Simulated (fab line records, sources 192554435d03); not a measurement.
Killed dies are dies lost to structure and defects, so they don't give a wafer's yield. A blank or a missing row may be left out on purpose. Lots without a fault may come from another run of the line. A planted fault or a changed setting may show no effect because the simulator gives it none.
Chamber matching | flow n5_finfet | N5_FIN_SAQP_MANDREL_ETCH_58 on rie_si-02: 4 sister chambers
The step etches a-Si in HBr/Cl2, stops on SiNx, target depth 45 nm, bt time 10 s, time 27 s. 8 wafers are shown with their chamber, then 7 later ones without.

WAFERS WITH THEIR CHAMBER
wafer  | chamber | throttle_valve_pct (%) | drypump_motor_current_A (A)
L420.1 | 1       | 35.92                  | 6.3
L420.4 | 0       | 35.22                  | 6.2
L425.3 | 2       | 35.73                  | 6.0
L432.1 | 1       | 35.90                  | 6.4
L432.4 | 3       | 35.47                  | 5.5
L432.5 | 2       | 35.76                  | 6.0
L437.1 | 3       | 35.49                  | 5.6
L437.5 | 0       | 35.23                  | 6.2

WAFERS WITHOUT THEIR CHAMBER
wafer  | throttle_valve_pct (%) | drypump_motor_current_A (A)
L437.6 | 35.88                  | 6.4
L438.2 | 35.48                  | 5.6
L438.3 | 35.90                  | 6.3
L438.4 | 35.22                  | 6.2
L440.3 | 35.75                  | 6.0
L440.5 | 35.73                  | 6.0
L440.6 | 35.46                  | 5.6

WHICH CHAMBER EACH WENT THROUGH
wafer  | from the rows above | in truth
L437.6 | 1                   | 1
L438.2 | 3                   | 3
L438.3 | 1                   | 1
L438.4 | 0                   | 0
L440.3 | 2                   | 2
L440.5 | 2                   | 2
L440.6 | 3                   | 3
Placed correctly: 7 of 7. Can't be placed from these rows: 0. Placed wrongly: 0.
How it was worked out, from the rows above alone: a wafer's distance from a chamber is the root of the sum, over the readings, of the square of ((its reading less the chamber's mean) divided by the reading's scatter). The wafer belongs to the nearest chamber; if the next one is less than 2 further off, it can't be placed. A chamber's mean is the mean of its shown wafers. The scatter: the root of (the sum of the squares of (reading less its chamber's mean) over the shown wafers, divided by (wafers less chambers)).
